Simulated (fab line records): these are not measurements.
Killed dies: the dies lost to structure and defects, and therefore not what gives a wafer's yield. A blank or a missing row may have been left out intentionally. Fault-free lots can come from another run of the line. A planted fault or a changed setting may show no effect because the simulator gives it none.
A lot that was struck, set against a sound lot | flow n5-finfet | 29 steps out of a route of 1938
Sound: the wafers L805.3, L805.4, L805.5. The struck wafers were L819.1, L819.3, L819.5. The cause is given at the end.
Order at every step that has rows: each side's tool, ch and its chambers, its first start. Under that, the readings that differ: sound wafers | struck wafers | difference of the means | sigmas: that difference in standard deviations of wafers without a fault.
alike: same words and numbers on both sides, and readings whose means sit less than 2 such deviations apart. not compared: any withheld reading, any reading some wafer has no value for, any bound like >300 that may hide the same value, and any number with overlapping values for which the record gives no deviation.
Wherever a step has rows on one side only, a row that says differs or no value, or a row with sigmas, the two part there. Numbers that don't overlap but have no deviation are shown without sigmas and don't part them. Lack of a reading on every wafer of one side parts them only where that side has two or more wafers.

first, 10 steps without rows for these wafers: N5_SD_EPI_P_DESCUM_14 (chemistry O2, time 7.9 s); N5_SD_EPI_P_ETCH_36 (etches SiARC in CF4, target depth 45.5 nm, time 75.8 s); N5_SD_EPI_P_ETCH_37 (etches SOC in N2/H2, overetch 108 nm, time 486 s); N5_SD_EPI_P_STRIP_38 (strips in N2/H2); N5_SD_EPI_P_ETCHBACK_46 (etches SiNx in CH3F/O2, stops on SiO2, target depth 17.5 nm); N5_SD_EPI_P_ETCH_47 (etches SiOCN in CH3F/O2, target depth 25 nm); N5_SD_EPI_P_ETCH_16 (etches SiO2 in CHF3/O2, target depth 5 nm); N5_SD_EPI_P_STRIP_50 (strips in CHF3/O2); N5_SD_EPI_P_SD_RECESS_17 (chemistry HBr/Cl2/O2, target depth 39.1 nm, bt time 3 s); N5_SD_EPI_P_WET_ETCH_45 (etches SiO2 in dHF, time 10.7 s, target depth 2 nm, rinse time 30 s).
N5_SD_EPI_P_STRIP_40: strips in N2/H2.
  sound on plasma-asher-01 ch 0,1, day 4 15:25; struck on plasma-asher-01 ch 0, day 8 01:30
  alike: drypump-motor-current-A, heater-power-w, oes-product-au
  not compared: rf-hours-counter-h
then, 11 steps without rows for these wafers: N5_SD_EPI_P_PRECLEAN_52 (cleans in O3/DIW, time 60 s); N5_SD_EPI_P_SRD_20 (time 30 s); N5_SD_EPI_P_PRECLEAN_51 (cleans in NF3:NH3, afs cycles 1, time 20 s, sublimation time 60 s); N5_SD_EPI_P_VAPOR_ETCH_44 (etches SiGe30 in NF3/Ar, time 3.3 s); N5_SD_EPI_P_EPI_21 (deposits SiGe:B, time 355 s); N5_SD_EPI_P_HM_STRIP_48 (strips SiNx in H3PO4, material SiNx, target depth 3 nm); N5_SD_EPI_P_SRD_49 (time 30 s); N5_SD_EPI_P_PRECLEAN_24 (cleans in O3/DIW, time 45 s); N5_SD_EPI_P_PRECLEAN_32 (cleans in dHF, time 10 s); N5_SD_EPI_P_PRECLEAN_33 (cleans in SC2, time 45 s); N5_SD_EPI_P_SRD_25 (time 30 s).
N5_SD_EPI_P_INSPECT_26: inspects for defects (darkfield).
  sound: defect-inspect-01 at day 4 19:08; struck: defect-inspect-02 at day 8 05:16
  reading          | sound       | struck      | difference | sigmas
  raw-defect-count | 155 150 182 | 500 552 535 | +367       | +11
then, 2 steps without rows for these wafers: N5_SD_ACTIVATION_RTA_00 (time 0 s); N5_SD_ACTIVATION_LSA_01 (time 0.0008 s).
N5_SD_ACTIVATION_INSPECT_02: inspects for defects (darkfield).
  sound: defect-inspect-02 at day 4 20:05; struck: defect-inspect-02 at day 8 06:10
  reading          | sound       | struck      | difference | sigmas
  raw-defect-count | 154 150 164 | 505 538 511 | +362       | +11
then, 1 step without rows for these wafers: N5_ILD0_LINER_00 (material SiNx, target thk 4 nm, pulse time 1 s, purge time 2 s).
-- the record jumps here: 4 days lie between the struck wafers' starts before and after (it left off in module ILD0 and takes up again in module BEOL_M4, whose first step shown is number 1111 of the route) --
N5_BEOL_M4_RC_MEAS_101:
  sound on prober-02 ch 0, day 9 04:53; struck on prober-01 ch 0, day 12 14:37
  reading        | sound                | struck               | difference | sigmas
  IOFF_P (nA/um) | 0.321 0.226 0.238    | 0.183 0.216 0.222    | -0.055     | -2
  VT_P (mV)      | -242.6 -244.9 -245.7 | -254.0 -248.8 -248.1 | -5.9       | -2
  alike: DIBL_N, DIBL_P, IOFF_N, ION_N, ION_P, SS_N, SS_P, VT_N
-- record jumps: 4 days separate the struck wafers' starts on either side; left off in module BEOL_M4, taken up again in module PASSIVATION, whose first shown step is the route's number 1936 --
N5_PASSIVATION_PROBE_49:
  rows exist in the record for the struck wafers here (prober-02, day 16 23:11), but not for the sound ones

## WHERE THEY PART
Last at N5_PASSIVATION_PROBE_49 as far as this record goes, first at N5_SD_EPI_P_INSPECT_26.

WHY: the cause the simulator had injected
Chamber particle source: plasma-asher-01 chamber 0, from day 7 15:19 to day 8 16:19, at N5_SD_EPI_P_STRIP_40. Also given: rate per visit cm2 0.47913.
